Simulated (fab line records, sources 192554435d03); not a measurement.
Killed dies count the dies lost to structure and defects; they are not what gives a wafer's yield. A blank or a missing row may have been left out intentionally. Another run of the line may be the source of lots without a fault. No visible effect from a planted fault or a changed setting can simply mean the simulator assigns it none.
fab line records + flow n5-finfet
record:
- lots: 11
- wafers: 31
- last-day: 19
route steps=1938 shown BEOL_M10@1483
lots with no fault: from the same line, run without faults
start-h: start of the lot's first displayed wafer, in hours after the record's first day + wait-h: how many hours have passed since the lot's step before this one + " as in the row above + L1.1+2: several wafers, shown together as one row + - either no value or no given start + * or withheld: withheld + < > ~ a bound
route shown NAME@n: NAME is a module with steps in the file, n the number in the route of the first one + usual: mean and standard deviation over wafers with no fault + same: alike in all rows + chamber/n: place in a boat + sites: readings site by site + _std_site: standard deviation of those values + _edge_site: mean of outer sites minus mean of inner sites + radius-mm: how far each site lies from the wafer's centre + mask NAME#n: copy n + behind: the tool/chamber that last shaped the wafer + hold: reason for holding the lot/hours on hold/outcome of the hold + device: which transistor (n, p or np) failed to switch + end of line: the same wafers' tests at the end of the route + step lacking rows: just its recipe + killed: the dies lost at the first sort to structure and to defects; this is not the yield of the wafer + map: the dies of a wafer, with x for killed, . for not killed, _ for no die there
set.NAME: the setting that was run; set.NAME@STEP: the one run at that earlier step + model.NAME: the simulator's own value behind a step, which no gauge read
one table for each step of the route and one row for each wafer, over a sample of lots
services: from which hour (start-h, from the record's first day; less than 0 if before it) a tool's chamber was out of use, for how many hours, and why
== steps ==
step: N5_BEOL_M10_CD_MEAS_11
recipe:
- target-cd-nm: 64.1
- landing-energy-ev: 500
- detector: se-inlens
- polarity: opening
usual:
- cd-nm: 64.1/0.84
same:
- landing-energy-ev: 500
| lot.wafer | tool      | chamber | start-h | wait-h | cd-nm |
|-----------|-----------|---------|---------|--------|-------|
| L783.2    | cd-sem-03 | 0       | 229.29  | -      | 64.9  |
| L783.3    | "         | 0       | "       | "      | 64.6  |
| L783.5    | "         | 0       | "       | "      | 65.0  |
| L785.1    | cd-sem-03 | 0       | 237.47  | -      | 63.8  |
| L785.2    | "         | 0       | "       | "      | 64.7  |
| L785.6    | "         | 0       | "       | "      | 65.0  |
| L786.3    | cd-sem-03 | 0       | 247.17  | -      | 62.1  |
| L786.4    | "         | 0       | "       | "      | 62.9  |
| L786.5    | "         | 0       | "       | "      | 61.6  |
| L787.1    | cd-sem-02 | 0       | 247.34  | -      | 64.0  |
| L787.4    | "         | 0       | "       | "      | 64.5  |
| L789.1    | cd-sem-01 | 0       | 266.01  | -      | 65.0  |
| L789.6    | "         | 0       | "       | "      | 64.1  |
| L792.2    | cd-sem-01 | 0       | 281.81  | -      | 64.0  |
| L792.3    | "         | 0       | "       | "      | 64.4  |
| L792.4    | "         | 0       | "       | "      | 64.9  |
| L791.2    | cd-sem-03 | 0       | 284.35  | -      | 64.0  |
| L791.4    | "         | 0       | "       | "      | 64.6  |
| L791.5    | "         | 0       | "       | "      | 64.2  |
| L800.4    | cd-sem-01 | 0       | 339.50  | -      | 62.7  |
| L800.5    | "         | 0       | "       | "      | 63.4  |
| L800.6    | "         | 0       | "       | "      | 62.9  |
| L801.1    | cd-sem-01 | 0       | 348.53  | -      | 64.3  |
| L801.3    | "         | 0       | "       | "      | 63.8  |
| L801.4    | "         | 0       | "       | "      | 64.6  |
| L806.2    | cd-sem-03 | 0       | 376.92  | -      | 63.5  |
| L806.3    | "         | 0       | "       | "      | 63.9  |
| L806.5    | "         | 0       | "       | "      | 64.0  |
| L805.3    | cd-sem-02 | 0       | 382.61  | -      | 64.4  |
| L805.5    | "         | 0       | "       | "      | 64.7  |
| L805.6    | "         | 0       | "       | "      | 65.0  |
step: N5_BEOL_M10_INSPECT_13
recipe:
- mode: adi
- inspect-instrument: brightfield
usual:
- raw-defect-count: 423/94
| lot.wafer | tool              | chamber | start-h | wait-h | raw-defect-count |
|-----------|-------------------|---------|---------|--------|------------------|
| L783.2    | defect-inspect-02 | -       | 229.34  | 0.0    | 428              |
| L783.3    | "                 | -       | "       | "      | 388              |
| L783.5    | "                 | -       | "       | "      | 320              |
| L785.1    | defect-inspect-01 | -       | 237.53  | 0.0    | 515              |
| L785.2    | "                 | -       | "       | "      | 374              |
| L785.6    | "                 | -       | "       | "      | 449              |
| L786.3    | defect-inspect-02 | -       | 247.22  | 0.0    | 498              |
| L786.4    | "                 | -       | "       | "      | 319              |
| L786.5    | "                 | -       | "       | "      | 406              |
| L787.1    | defect-inspect-01 | -       | 247.39  | 0.0    | 333              |
| L787.4    | "                 | -       | "       | "      | 516              |
| L789.1    | defect-inspect-02 | -       | 266.07  | 0.0    | 349              |
| L789.6    | "                 | -       | "       | "      | 441              |
| L792.2    | defect-inspect-01 | -       | 281.86  | 0.0    | 561              |
| L792.3    | "                 | -       | "       | "      | 402              |
| L792.4    | "                 | -       | "       | "      | 370              |
| L791.2    | defect-inspect-02 | -       | 284.40  | 0.0    | 356              |
| L791.4    | "                 | -       | "       | "      | 411              |
| L791.5    | "                 | -       | "       | "      | 330              |
| L800.4    | defect-inspect-02 | -       | 339.56  | 0.0    | 566              |
| L800.5    | "                 | -       | "       | "      | 543              |
| L800.6    | "                 | -       | "       | "      | 768              |
| L801.1    | defect-inspect-01 | -       | 348.59  | 0.0    | 334              |
| L801.3    | "                 | -       | "       | "      | 440              |
| L801.4    | "                 | -       | "       | "      | 500              |
| L806.2    | defect-inspect-01 | -       | 376.97  | 0.0    | 358              |
| L806.3    | "                 | -       | "       | "      | 396              |
| L806.5    | "                 | -       | "       | "      | 478              |
| L805.3    | defect-inspect-02 | -       | 382.66  | 0.0    | 331              |
| L805.5    | "                 | -       | "       | "      | 374              |
| L805.6    | "                 | -       | "       | "      | 411              |
step: N5_BEOL_M10_EXPOSE_25
recipe:
- mask-id: V9
- na: 1.35
- source-shape: annular
- sigma-inner: 0.5
- sigma-outer: 0.8
- polarization: unpolarized
- dose-mj: 85.5
| lot.wafer  | tool            | chamber | start-h | wait-h | mask |
|------------|-----------------|---------|---------|--------|------|
| L783.2+3+5 | arfi-scanner-02 | 0       | 230.08  | -      | V9#0 |
| L785.1+2+6 | arfi-scanner-03 | 0       | 240.82  | -      | V9#0 |
| L786.3+4+5 | arfi-scanner-01 | 0       | 249.38  | -      | V9#0 |
| L787.1+4   | arfi-scanner-02 | 0       | 249.53  | -      | V9#0 |
| L789.1+6   | arfi-scanner-02 | 0       | 267.32  | -      | V9#0 |
| L792.2+3+4 | arfi-scanner-03 | 0       | 283.55  | -      | V9#0 |
| L791.2+4+5 | arfi-scanner-03 | 0       | 288.15  | -      | V9#0 |
| L800.4+5+6 | arfi-scanner-01 | 0       | 340.42  | -      | V9#0 |
| L801.1+3+4 | arfi-scanner-02 | 0       | 349.63  | -      | V9#0 |
| L806.2+3+5 | arfi-scanner-01 | 0       | 378.09  | -      | V9#0 |
| L805.3+5+6 | arfi-scanner-01 | 0       | 383.32  | -      | V9#0 |
step: N5_BEOL_M10_OVL_MEAS_29
recipe:
- points-per-wafer: 44
usual:
- V9_OVL: -0.1/0.75
| lot.wafer | tool       | chamber | start-h | wait-h | V9_OVL[nm] |
|-----------|------------|---------|---------|--------|------------|
| L783.2    | overlay-01 | 0       | 230.24  | 0.0    | -0.3       |
| L783.3    | "          | 0       | "       | "      | -0.7       |
| L783.5    | "          | 0       | "       | "      | -0.6       |
| L785.1    | overlay-01 | 0       | 240.98  | 0.0    | -0.6       |
| L785.2    | "          | 0       | "       | "      | -0.6       |
| L785.6    | "          | 0       | "       | "      | -0.8       |
| L786.3    | overlay-02 | 0       | 249.53  | 0.0    | 1.6        |
| L786.4    | "          | 0       | "       | "      | 0.3        |
| L786.5    | "          | 0       | "       | "      | 0.9        |
| L787.1    | overlay-01 | 0       | 249.70  | 0.0    | 0.6        |
| L787.4    | "          | 0       | "       | "      | 0.5        |
| L789.1    | overlay-01 | 0       | 267.48  | 0.0    | -1.0       |
| L789.6    | "          | 0       | "       | "      | -0.1       |
| L792.2    | overlay-01 | 0       | 283.70  | 0.0    | 7.4        |
| L792.3    | "          | 0       | "       | "      | 7.9        |
| L792.4    | "          | 0       | "       | "      | 7.5        |
| L791.2    | overlay-02 | 0       | 288.30  | 0.0    | 9.4        |
| L791.4    | "          | 0       | "       | "      | 9.7        |
| L791.5    | "          | 0       | "       | "      | 8.3        |
| L800.4    | overlay-01 | 0       | 340.56  | 0.0    | -0.2       |
| L800.5    | "          | 0       | "       | "      | -0.2       |
| L800.6    | "          | 0       | "       | "      | 0.3        |
| L801.1    | overlay-02 | 0       | 349.79  | 0.0    | -0.7       |
| L801.3    | "          | 0       | "       | "      | 0.5        |
| L801.4    | "          | 0       | "       | "      | -1.0       |
| L806.2    | overlay-01 | 0       | 378.25  | 0.0    | -1.0       |
| L806.3    | "          | 0       | "       | "      | 0.3        |
| L806.5    | "          | 0       | "       | "      | 0.9        |
| L805.3    | overlay-02 | 0       | 383.47  | 0.0    | 0.4        |
| L805.5    | "          | 0       | "       | "      | 0.4        |
| L805.6    | "          | 0       | "       | "      | -0.4       |
step: N5_BEOL_M10_ETCH_66
recipe:
- chemistry: N2/H2
- target: SOC
- target-depth-a: 1200
- overetch-a: 240
- mask-material: SiARC
- temp-c: 40
- time-s: 180
- ion-energy-ev: 200
- pressure-mtorr: 30
- source-w: 840
- bias-w: 150
- n2-flow-sccm: 200
- h2-flow-sccm: 200
usual:
- drypump-motor-current-A: 5.5/0.45
- oes-product-au: 0.63/0.052
- rf-vpp-V: 524.2/2.6
- showerhead-plenum-p-Torr: 2.57/0.1
- throttle-valve-pct: 17.91/0.18
| lot.wafer | tool        | chamber | start-h | wait-h | drypump-motor-current-A | oes-product-au | rf-hours-counter-h | rf-vpp-V | showerhead-plenum-p-Torr | throttle-valve-pct |
|-----------|-------------|---------|---------|--------|-------------------------|----------------|--------------------|----------|--------------------------|--------------------|
| L783.2    | rie-diel-04 | 3       | 230.92  | 0.0    | 5.6                     | 0.57           | 217                | 526.8    | 2.62                     | 17.92              |
| L783.3    | "           | 2       | "       | "      | 4.8                     | 0.71           | 37                 | 525.2    | 2.62                     | 18.10              |
| L783.5    | "           | 3       | "       | "      | 5.7                     | 0.57           | -                  | 525.9    | 2.62                     | 17.92              |
| L785.1    | rie-diel-01 | 0       | 241.12  | 0.0    | 6.3                     | 0.60           | 147                | 520.6    | 2.41                     | 17.82              |
| L785.2    | "           | 1       | "       | "      | 5.8                     | 0.63           | 117                | 521.2    | 2.43                     | 17.44              |
| L785.6    | "           | 2       | "       | "      | 5.6                     | 0.64           | -                  | 525.6    | 2.56                     | 17.68              |
| L786.3    | rie-diel-02 | 2       | 249.67  | 0.0    | 5.8                     | 0.62           | 125                | 527.0    | 2.68                     | 17.99              |
| L786.4    | "           | 1       | "       | "      | 5.2                     | 0.60           | 149                | 524.2    | 2.54                     | 17.87              |
| L786.5    | "           | 0       | "       | "      | 6.2                     | 0.62           | -                  | 522.4    | 2.42                     | 17.84              |
| L787.1    | rie-diel-04 | 2       | 249.97  | 0.0    | 4.8                     | 0.69           | 45                 | 525.1    | 2.62                     | 18.12              |
| L787.4    | "           | 0       | "       | "      | 5.5                     | 0.75           | -                  | 528.5    | 2.73                     | 17.69              |
| L789.1    | rie-diel-04 | 0       | 267.62  | 0.0    | 5.5                     | 0.73           | 22                 | 528.7    | 2.73                     | 17.70              |
| L789.6    | "           | 1       | "       | "      | 5.8                     | 0.62           | -                  | 524.2    | 2.55                     | 17.76              |
| L792.2    | rie-diel-02 | 0       | 283.84  | 0.0    | 6.1                     | 0.61           | 158                | 519.9    | 2.42                     | 17.86              |
| L792.3    | "           | 1       | "       | "      | 5.2                     | 0.60           | 162                | 523.6    | 2.54                     | 17.90              |
| L792.4    | "           | 2       | "       | "      | 5.8                     | 0.61           | 137                | 527.8    | 2.68                     | 18.02              |
| L791.2    | rie-diel-04 | 3       | 288.44  | 0.0    | 5.7                     | 0.56           | 239                | 526.1    | 2.61                     | 17.95              |
| L791.4    | "           | 2       | "       | "      | 4.8                     | 0.67           | 60                 | 526.4    | 2.61                     | 18.14              |
| L791.5    | "           | 1       | "       | "      | 5.8                     | 0.62           | -                  | 525.2    | 2.54                     | 17.78              |
| L800.4    | rie-diel-04 | 1       | 340.70  | 0.0    | 5.8                     | 0.61           | 171                | 522.2    | 2.54                     | 17.78              |
| L800.5    | "           | 0       | "       | "      | 5.6                     | 0.70           | -                  | 527.7    | 2.72                     | 17.74              |
| L800.6    | "           | 1       | "       | "      | 5.8                     | 0.61           | -                  | 524.5    | 2.54                     | 17.80              |
| L801.1    | rie-diel-01 | 2       | 350.23  | 0.0    | 5.6                     | 0.61           | 148                | 524.3    | 2.54                     | 17.74              |
| L801.3    | "           | 1       | "       | "      | 5.8                     | 0.60           | 154                | 519.8    | 2.41                     | 17.50              |
| L801.4    | "           | 3       | "       | "      | 5.5                     | 0.58           | 189                | 520.0    | 2.44                     | 18.22              |
| L806.2    | rie-diel-04 | 0       | 378.94  | 0.0    | 5.5                     | 0.68           | 61                 | 528.8    | 2.71                     | 17.77              |
| L806.3    | "           | 3       | "       | "      | 5.7                     | 0.74           | 16                 | 524.3    | 2.60                     | 17.65              |
| L806.5    | "           | 3       | "       | "      | 5.6                     | 0.73           | -                  | 524.6    | 2.60                     | 17.66              |
| L805.3    | rie-diel-02 | 0       | 383.63  | 0.0    | 6.1                     | 0.59           | 192                | 519.2    | 2.40                     | 17.90              |
| L805.5    | "           | 3       | "       | "      | 4.8                     | 0.63           | -                  | 523.9    | 2.59                     | 18.12              |
| L805.6    | "           | 0       | "       | "      | 6.1                     | 0.59           | -                  | 520.2    | 2.40                     | 17.92              |
== services ==
| tool            | chamber | start-h | hours | kind   |
|-----------------|---------|---------|-------|--------|
| arfi-scanner-03 | -       | 211.87  | 1.3   | pm     |
| rie-diel-04     | 1       | 218.53  | 47.5  | repair |
| arfi-scanner-03 | -       | 234.92  | 0.9   | repair |
| arfi-scanner-01 | -       | 243.55  | 1.3   | pm     |
| rie-diel-02     | 2       | 251.79  | 2.0   | repair |
| rie-diel-02     | 0       | 254.07  | 3.1   | repair |
| arfi-scanner-03 | -       | 254.97  | 1.6   | repair |
| arfi-scanner-03 | -       | 268.57  | 1.0   | pm     |
| arfi-scanner-01 | -       | 280.49  | 3.9   | pm     |
| arfi-scanner-01 | -       | 285.85  | 1.1   | repair |
| arfi-scanner-01 | -       | 303.50  | 16.0  | pm     |
| rie-diel-04     | 1       | 304.65  | 10.7  | repair |
| arfi-scanner-02 | -       | 315.92  | 1.0   | repair |
| arfi-scanner-02 | -       | 319.10  | 1.0   | pm     |
| arfi-scanner-01 | -       | 319.50  | 0.8   | pm     |
| arfi-scanner-02 | -       | 324.68  | 1.3   | pm     |
| arfi-scanner-02 | -       | 329.88  | 0.8   | pm     |
| arfi-scanner-02 | -       | 331.35  | 3.5   | repair |
| arfi-scanner-01 | -       | 335.62  | 1.0   | pm     |
| rie-diel-04     | -       | 344.56  | 3.4   | repair |
| arfi-scanner-02 | -       | 351.53  | 17.3  | pm     |
| rie-diel-04     | 0       | 361.76  | 5.4   | repair |
| arfi-scanner-01 | -       | 363.16  | 1.3   | pm     |
| rie-diel-04     | 2       | 370.83  | 6.1   | repair |
== key ==
first-sign:
- step: N5_BEOL_M10_OVL_MEAS_29
- reading: V9_OVL
- direction: up
- sigmas: 11
- usual: -0.1
- struck: 8.4
effect none on later readings
met-at N5_BEOL_M10_EXPOSE_25
struck-lots L791,L792
not-acting-at N5_BEOL_M10_CD_MEAS_11,N5_BEOL_M10_INSPECT_13,N5_BEOL_M10_ETCH_66
onset-between 240.82 283.55
fault:
- kind: scanner-matching-overlay
- tool: arfi-scanner-03
- chamber: -
- onset-h: 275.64
- steps: N5_BEOL_M10_EXPOSE_25
- offset: 8.6459
